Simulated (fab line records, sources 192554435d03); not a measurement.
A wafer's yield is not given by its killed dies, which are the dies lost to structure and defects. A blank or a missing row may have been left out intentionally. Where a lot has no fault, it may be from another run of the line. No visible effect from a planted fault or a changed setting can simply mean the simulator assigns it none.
Matching of chambers + flow n5-finfet + N5_BEOL_M2_STRIP_19 on rie-diel-05 has 4 sister chambers
The step strips in O2. 4 wafers are shown with their chamber, then 9 later ones without.

WAFERS, EACH WITH ITS CHAMBER
| wafer  | chamber | showerhead-plenum-p-Torr (Torr) |
|--------|---------|---------------------------------|
| L093.3 | 3       | 2.16                            |
| L095.1 | 0       | 2.09                            |
| L095.4 | 1       | 2.04                            |
| L095.6 | 2       | 2.08                            |

WAFERS MISSING THEIR CHAMBER
| wafer  | showerhead-plenum-p-Torr (Torr) |
|--------|---------------------------------|
| L097.1 | 2.04                            |
| L097.2 | 2.16                            |
| L097.6 | 2.07                            |
| L096.1 | 2.16                            |
| L096.3 | 2.09                            |
| L096.6 | 2.04                            |
| L094.1 | 2.16                            |
| L094.2 | 2.09                            |
| L094.6 | 2.16                            |

WHICH CHAMBER EACH WENT THROUGH
| wafer  | from the rows above | in truth |
|--------|---------------------|----------|
| L097.1 | 1                   | 1        |
| L097.2 | 3                   | 3        |
| L097.6 | 2                   | 2        |
| L096.1 | 3                   | 3        |
| L096.3 | 0                   | 0        |
| L096.6 | 1                   | 1        |
| L094.1 | 3                   | 3        |
| L094.2 | 0                   | 0        |
| L094.6 | 3                   | 3        |
Correct placement for 9 of the 9. Not placeable from these rows: 0. Wrongly placed: 0.
How it was worked out, from the rows above alone: a wafer's distance from a chamber is the root of the sum, over the readings, of the square of ((its reading less the chamber's mean) divided by the reading's scatter). The wafer belongs to the nearest chamber; if the next one is less than 2 further off, it can't be placed. Each chamber's mean is taken over the wafers shown for it. The scatter: root of mean squared gap, hidden wafer to nearest shown wafer, with one shown wafer a chamber.
